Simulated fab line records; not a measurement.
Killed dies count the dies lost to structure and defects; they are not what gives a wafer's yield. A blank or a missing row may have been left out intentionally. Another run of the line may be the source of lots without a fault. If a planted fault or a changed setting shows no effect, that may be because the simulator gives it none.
fab line records | flow nand-harc
[record] lots = 6 | wafers = 16 | last-day = 25
route steps=1159 shown A_ZERO_WELL@412 A_SOURCE_PLATE@413 A_ONON_D1@424 END@1159
lots that met no fault: from a run of the same line without faults
start-h: start of the lot's first displayed wafer, in hours after the record's first day | wait-h: how many hours have passed since the lot's step before this one | " the same as in the row above | L1.1+2: one row covering several wafers at once | - either no value or no given start | * or withheld: withheld | < > ~ a bound
route shown NAME@n: names a module that has steps shown in the file, with the first one's number in the route | usual: average and standard deviation across the fault-free wafers | same: alike in all rows | chamber/n: place in a boat | sites: per-site readings | _std_site: the values' standard deviation | _edge_site: mean of outer sites minus mean of inner sites | radius-mm: how far each site lies from the wafer's centre | mask NAME#n: copy n | behind: the tool/chamber that last shaped the wafer | hold: why the lot was held/for how many hours/how that ended | device: the transistor (n, p or np) that didn't switch | end of line: at the end of the route, the tests of the same wafers | a step without rows: its recipe alone | killed: count of dies lost to structure and defects at first sort (not the wafer's yield) | map: shows each die of a wafer: x if killed, . if not, _ if none is there
set.NAME: the setting as run; set.NAME@STEP: as run at that earlier step | model.NAME: the simulator's own value behind a step, which no gauge read
a table for each step, a row for each wafer; lots at some steps of the route
services: the hour from which a tool's chamber was out of use, counted from the record's first day as start-h (under 0 if before that day), plus the number of hours and why
[[steps]]
[step NHARC_A_ZERO_WELL_INSPECT_17]
[usual] raw-defect-count = 10/5.9
lot.wafer | tool              | chamber | start-h | wait-h | raw-defect-count
L979.4    | defect-inspect-02 | -       | 142.41  | 0.1    | 8
L979.5    | "                 | -       | "       | "      | 11
L979.6    | "                 | -       | "       | "      | 14
L983.1    | defect-inspect-02 | -       | 164.72  | 0.2    | 9
L983.3    | "                 | -       | "       | "      | 14
L983.6    | "                 | -       | "       | "      | 5
L987.1    | defect-inspect-01 | -       | 183.01  | 0.2    | 10
L987.3    | "                 | -       | "       | "      | 8
L988.3    | defect-inspect-02 | -       | 185.89  | 0.1    | 13
L988.5    | "                 | -       | "       | "      | 6
L996.2    | defect-inspect-01 | -       | 235.49  | 0.1    | 12
L996.3    | "                 | -       | "       | "      | 13
L996.6    | "                 | -       | "       | "      | 10
L102.1    | defect-inspect-01 | -       | 276.00  | 0.2    | 11
L102.3    | "                 | -       | "       | "      | 8
L102.5    | "                 | -       | "       | "      | 8
[step NHARC_A_SOURCE_PLATE_PRECLEAN_00]
[recipe] time-s = 60 | chemistry = HF-LAST
[step NHARC_A_SOURCE_PLATE_SRD_01]
[step NHARC_A_SOURCE_PLATE_OXIDE_02]
[recipe] target-thk-a = 100 | temp-c = 900 | ox-time-s = 1362 | material = SiO2
[step NHARC_A_SOURCE_PLATE_THK_MEAS_09]
[recipe] thk-meas-gauge = ellipsometry
[usual] thk-nm = 9.9/0.94
lot.wafer | tool          | chamber | start-h | wait-h | thk-nm
L979.4    | film-metro-01 | -       | 149.51  | 0.4    | 9.3
L979.5    | "             | -       | "       | "      | 10.4
L979.6    | "             | -       | "       | "      | 9.4
L983.1    | film-metro-02 | -       | 171.86  | 0.4    | 11.3
L983.3    | "             | -       | "       | "      | 9.2
L983.6    | "             | -       | "       | "      | 9.4
L987.1    | film-metro-02 | -       | 190.02  | 0.4    | 10.8
L987.3    | "             | -       | "       | "      | 12.2
L988.3    | film-metro-02 | -       | 193.78  | 0.4    | 9.0
L988.5    | "             | -       | "       | "      | 11.1
L996.2    | film-metro-01 | -       | 240.79  | 0.4    | 10.1
L996.3    | "             | -       | "       | "      | 8.5
L996.6    | "             | -       | "       | "      | 10.9
L102.1    | film-metro-02 | -       | 283.38  | 0.4    | 10.4
L102.3    | "             | -       | "       | "      | 11.2
L102.5    | "             | -       | "       | "      | 9.4
[step NHARC_A_SOURCE_PLATE_PVD_04]
[recipe] target-thk-a = 500 | material = WSi2
[step NHARC_A_SOURCE_PLATE_CVD_03]
[recipe] target-thk-a = 2000 | temp-c = 620 | pressure-mtorr = 200 | time-s = 4000 | material = poly-Si
[step NHARC_A_SOURCE_PLATE_ANNEAL_05]
[recipe] temp-c = 850 | time-s = 1800
[step NHARC_A_SOURCE_PLATE_THK_MEAS_06]
[recipe] thk-meas-gauge = ellipsometry
[usual] thk-nm = 200.3/2.1
lot.wafer | tool          | chamber | start-h | wait-h | thk-nm
L979.4    | film-metro-01 | -       | 162.96  | 0.4    | 199.8
L979.5    | "             | -       | "       | "      | 200.4
L979.6    | "             | -       | "       | "      | 201.0
L983.1    | film-metro-01 | -       | 185.22  | 0.4    | 199.7
L983.3    | "             | -       | "       | "      | 199.7
L983.6    | "             | -       | "       | "      | 197.6
L987.1    | film-metro-01 | -       | 203.24  | 0.4    | 196.4
L987.3    | "             | -       | "       | "      | 196.2
L988.3    | film-metro-02 | -       | 206.62  | 0.4    | 200.5
L988.5    | "             | -       | "       | "      | 200.4
L996.2    | film-metro-01 | -       | 254.73  | 0.4    | 201.6
L996.3    | "             | -       | "       | "      | 203.0
L996.6    | "             | -       | "       | "      | 202.7
L102.1    | film-metro-02 | -       | 296.26  | 0.4    | 199.5
L102.3    | "             | -       | "       | "      | 199.8
L102.5    | "             | -       | "       | "      | 199.7
[step NHARC_A_SOURCE_PLATE_INSPECT_08]
[usual] raw-defect-count = 63/24
lot.wafer | tool              | chamber | start-h | wait-h | raw-defect-count
L979.4    | defect-inspect-02 | -       | 163.02  | 0.0    | 38
L979.5    | "                 | -       | "       | "      | 42
L979.6    | "                 | -       | "       | "      | 52
L983.1    | defect-inspect-02 | -       | 185.33  | 0.0    | 64
L983.3    | "                 | -       | "       | "      | 91
L983.6    | "                 | -       | "       | "      | 97
L987.1    | defect-inspect-01 | -       | 203.30  | 0.0    | 72
L987.3    | "                 | -       | "       | "      | 58
L988.3    | defect-inspect-02 | -       | 206.71  | 0.0    | 68
L988.5    | "                 | -       | "       | "      | 73
L996.2    | defect-inspect-02 | -       | 254.81  | 0.0    | 67
L996.3    | "                 | -       | "       | "      | 66
L996.6    | "                 | -       | "       | "      | 27
L102.1    | defect-inspect-01 | -       | 296.33  | 0.0    | 71
L102.3    | "                 | -       | "       | "      | 91
L102.5    | "                 | -       | "       | "      | 55
[step NHARC_A_ONON_D1_DEP_00]
[recipe] target-thk-a = 10000 | n2-flow-sccm = 2750 | n2o-flow-sccm = 2000 | nh3-flow-sccm = 500 | sih4-flow-sccm = 210 | temp-c = 400
[usual] nh3-flow-sccm = 500.4/1.6
lot.wafer | tool          | chamber | start-h | wait-h | nh3-flow-sccm
L979.4    | pecvd-onon-02 | 0       | 163.26  | 0.2    | 499.8
L979.5    | "             | 0       | "       | "      | 501.5
L979.6    | "             | 0       | "       | "      | 500.0
L983.1    | pecvd-onon-03 | 0       | 185.39  | 0.1    | 501.4
L983.3    | "             | 0       | "       | "      | 500.7
L983.6    | "             | 0       | "       | "      | 503.5
L987.1    | pecvd-onon-03 | 0       | 203.37  | 0.1    | 500.2
L987.3    | "             | 0       | "       | "      | 500.0
L988.3    | pecvd-onon-03 | 0       | 206.89  | 0.2    | 501.8
L988.5    | "             | 0       | "       | "      | 500.5
L996.2    | pecvd-onon-02 | 0       | 254.93  | 0.1    | 501.8
L996.3    | "             | 0       | "       | "      | 500.8
L996.6    | "             | 0       | "       | "      | 500.0
L102.1    | pecvd-onon-04 | 0       | 296.39  | 0.1    | 500.2
L102.3    | "             | 0       | "       | "      | 500.5
L102.5    | "             | 0       | "       | "      | 498.8
[step NHARC_A_ONON_D1_THK_MEAS_02]
[recipe] thk-meas-gauge = ellipsometry
[usual] thk-nm = 1000/8.1
lot.wafer | tool          | chamber | start-h | wait-h | thk-nm
L979.4    | film-metro-02 | -       | 163.60  | -      | 1003
L979.5    | "             | -       | "       | "      | 1006
L979.6    | "             | -       | "       | "      | 1005
L983.1    | film-metro-02 | -       | 185.90  | -      | 1012
L983.3    | "             | -       | "       | "      | 1010
L983.6    | "             | -       | "       | "      | 1011
L987.1    | film-metro-01 | -       | 203.88  | -      | 724
L987.3    | "             | -       | "       | "      | 996
L988.3    | film-metro-01 | -       | 207.28  | -      | 1002
L988.5    | "             | -       | "       | "      | 734
L996.2    | film-metro-01 | -       | 255.39  | -      | 1003
L996.3    | "             | -       | "       | "      | 1001
L996.6    | "             | -       | "       | "      | 1002
L102.1    | film-metro-02 | -       | 296.91  | -      | 1004
L102.3    | "             | -       | "       | "      | 1001
L102.5    | "             | -       | "       | "      | 1001
[step NHARC_A_ONON_D1_DEP_03]
[recipe] target-thk-a = 10000 | n2-flow-sccm = 2750 | n2o-flow-sccm = 2000 | nh3-flow-sccm = 500 | sih4-flow-sccm = 210 | temp-c = 400
[step NHARC_END_SORT_01]
[recipe] temp-c = 25
[usual] killed-at-array = 26/10 | killed-at-other = 0.8/1.1 | killed-at-periphery = 3.3/2.6 | killed-dies = 30/11 | killed-open = 3.4/1.8 | killed-short = 2.0/1.3
[same] gross-dies = 677
lot.wafer | tool      | chamber | start-h | wait-h | killed-at-array | killed-at-other | killed-at-periphery | killed-dies | killed-open | killed-short
L983.1    | prober-02 | 0       | 464.75  | 2.5    | 21              | 1               | 3                   | 25          | 3           | 2
L983.3    | prober-02 | 0       | 466.37  | 3.1    | 20              | 0               | 4                   | 24          | 3           | 1
L983.6    | prober-02 | 0       | 468.79  | 4.0    | 25              | 0               | 3                   | 28          | 5           | 5
L987.1    | prober-02 | 0       | 489.53  | 2.5    | 676             | 0               | 1                   | 677         | 3           | 2
L988.3    | prober-01 | 0       | 491.05  | 3.1    | 14              | 1               | 3                   | 18          | 5           | 5
L988.5    | prober-01 | 0       | 492.64  | 3.7    | 675             | 2               | 0                   | 677         | 4           | 3
// killed by level:class
L983.1 A_SLIT:chamber-film-flake=6 A_CONTACT:chamber-film-flake=5 A_STAIRCASE:chamber-film-flake=3 A_CHANNEL_HOLE_D1:geometric-particle:open=2 P_M0:geometric-particle:short=1 A_CHANNEL_HOLE_D1:geometric-particle:short=1 A_BLC:geometric-particle:open=1 P_ZERO_WELL:chamber-film-flake=1
L983.3 A_SLIT:chamber-film-flake=5 A_STAIRCASE:chamber-film-flake=5 A_CHANNEL_HOLE_D1:chamber-film-flake=4 A_CONTACT:geometric-particle:open=2 P_ZERO_WELL:chamber-film-flake=2 P_M1:chamber-film-flake=2 A_ONON_D1:geometric-particle:open=1 A_CONTACT:geometric-particle:short=1
L983.6 A_STAIRCASE:chamber-film-flake=7 A_WL_FILL:geometric-particle:short=4 A_CHANNEL_HOLE_D1:chamber-film-flake=3 A_SLIT:chamber-film-flake=3 P_M1:chamber-film-flake=2 P_M2:geometric-particle:open=1 A_ONON_D1:geometric-particle:open=1 A_CHANNEL_FILL_D1:geometric-particle:short=1
L987.1 A_ONON_D1:area-dep=660 A_STAIRCASE:chamber-film-flake=7 A_CHANNEL_HOLE_D1:chamber-film-flake=3 A_M1:geometric-particle:open=2 A_ONON_D1:geometric-particle:short=1 A_CHANNEL_HOLE_D1:geometric-particle:open=1 A_WL_FILL:geometric-particle:short=1 P_ZERO_WELL:chamber-film-flake=1
L988.3 A_CHANNEL_HOLE_D1:chamber-film-flake=4 P_M0:geometric-particle:open=2 A_CHANNEL_FILL_D1:geometric-particle:open=2 A_STAIRCASE:chamber-film-flake=2 A_CHANNEL_FILL_D1:geometric-particle:short=1 A_WL_FILL:geometric-particle:short=1 A_CONTACT:geometric-particle:open=1 A_CONTACT:geometric-particle:short=1
L988.5 A_ONON_D1:area-dep=661 A_CHANNEL_HOLE_D1:chamber-film-flake=3 A_STAIRCASE:chamber-film-flake=3 A_CONTACT:geometric-particle:open=2 A_M0:geometric-particle:open=2 A_CONTACT:chamber-film-flake=2 A_ONON_D1:geometric-particle:short=1 A_WL_FILL:geometric-particle:short=1
// map L987.1 (x killed, . not)
____________x____________
_________xxxxxxx_________
_______xxxxxxxxxxx_______
______xxxxxxxxxxxxx______
_____xxxxxxxxxxxxxxx_____
____xxxxxxxxxxxxxxxxx____
____xxxxxxxxxxxxxxxxx____
___xxxxxxxxxxxxxxxxxxx___
___xxxxxxxxxxxxxxxxxxx___
__xxxxxxxxxxxxxxxxxxxxx__
__xxxxxxxxxxxxxxxxxxxxx__
_xxxxxxxxxxxxxxxxxxxxxxx_
_xxxxxxxxxxxxxxxxxxxxxxx_
_xxxxxxxxxxxxxxxxxxxxxxx_
_xxxxxxxxxxxxxxxxxxxxxxx_
_xxxxxxxxxxxxxxxxxxxxxxx_
xxxxxxxxxxxxxxxxxxxxxxxxx
xxxxxxxxxxxxxxxxxxxxxxxxx
xxxxxxxxxxxxxxxxxxxxxxxxx
xxxxxxxxxxxxxxxxxxxxxxxxx
xxxxxxxxxxxxxxxxxxxxxxxxx
_xxxxxxxxxxxxxxxxxxxxxxx_
_xxxxxxxxxxxxxxxxxxxxxxx_
_xxxxxxxxxxxxxxxxxxxxxxx_
_xxxxxxxxxxxxxxxxxxxxxxx_
_xxxxxxxxxxxxxxxxxxxxxxx_
__xxxxxxxxxxxxxxxxxxxxx__
__xxxxxxxxxxxxxxxxxxxxx__
___xxxxxxxxxxxxxxxxxxx___
___xxxxxxxxxxxxxxxxxxx___
____xxxxxxxxxxxxxxxxx____
____xxxxxxxxxxxxxxxxx____
_____xxxxxxxxxxxxxxx_____
______xxxxxxxxxxxxx______
_______xxxxxxxxxxx_______
_________xxxxxxx_________
____________x____________
// map L988.5 (x killed, . not)
____________x____________
_________xxxxxxx_________
_______xxxxxxxxxxx_______
______xxxxxxxxxxxxx______
_____xxxxxxxxxxxxxxx_____
____xxxxxxxxxxxxxxxxx____
____xxxxxxxxxxxxxxxxx____
___xxxxxxxxxxxxxxxxxxx___
___xxxxxxxxxxxxxxxxxxx___
__xxxxxxxxxxxxxxxxxxxxx__
__xxxxxxxxxxxxxxxxxxxxx__
_xxxxxxxxxxxxxxxxxxxxxxx_
_xxxxxxxxxxxxxxxxxxxxxxx_
_xxxxxxxxxxxxxxxxxxxxxxx_
_xxxxxxxxxxxxxxxxxxxxxxx_
_xxxxxxxxxxxxxxxxxxxxxxx_
xxxxxxxxxxxxxxxxxxxxxxxxx
xxxxxxxxxxxxxxxxxxxxxxxxx
xxxxxxxxxxxxxxxxxxxxxxxxx
xxxxxxxxxxxxxxxxxxxxxxxxx
xxxxxxxxxxxxxxxxxxxxxxxxx
_xxxxxxxxxxxxxxxxxxxxxxx_
_xxxxxxxxxxxxxxxxxxxxxxx_
_xxxxxxxxxxxxxxxxxxxxxxx_
_xxxxxxxxxxxxxxxxxxxxxxx_
_xxxxxxxxxxxxxxxxxxxxxxx_
__xxxxxxxxxxxxxxxxxxxxx__
__xxxxxxxxxxxxxxxxxxxxx__
___xxxxxxxxxxxxxxxxxxx___
___xxxxxxxxxxxxxxxxxxx___
____xxxxxxxxxxxxxxxxx____
____xxxxxxxxxxxxxxxxx____
_____xxxxxxxxxxxxxxx_____
______xxxxxxxxxxxxx______
_______xxxxxxxxxxx_______
_________xxxxxxx_________
____________x____________
[[services]]
tool          | chamber | start-h | hours | kind
pecvd-onon-03 | -       | 153.00  | 13.0  | pm
pecvd-onon-04 | -       | 237.28  | 13.0  | pm
pecvd-onon-02 | -       | 292.00  | 13.0  | pm
[[key]]
[first-sign] step = NHARC_A_ONON_D1_THK_MEAS_02 | reading = thk-nm | direction = down | sigmas = 34 | usual = 1000 | struck = 729
[effect] step = NHARC_END_SORT_01 | reading = killed-at-array | direction = up | sigmas = 62 | usual = 26 | struck = 676
[more-kills-born-at] NHARC_A_ONON_D1_DEP_00@pecvd-onon-03 = 1321
met-at NHARC_A_ONON_D1_DEP_00
struck-wafers L987.1,L988.5
later-rows-left-out L987.1,L988.5
tester-left-out L987,L988
onset-between 185.39 203.37
[fault] kind = process-parameter-drift | tool = pecvd-onon-03 | chamber = - | onset-h = 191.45 | steps = NHARC_A_ONON_D1_DEP_00 | channel = target-thk-a | offset = * | shape = step | end-h = 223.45 | scope = struck-wafers-only | acts-in = * | stated = *
// tester-left-out: of these lots the tester's yield and bins aren't shown, on N5 and GAA mostly nor the transistor test; their killed dies are dies lost to structure and defects alone, not to doping, threshold or leakage, so they don't give the yield
// later-rows-left-out: the simulator's readings of these wafers behind a module that went badly wrong aren't trusted and aren't shown, but for the sort
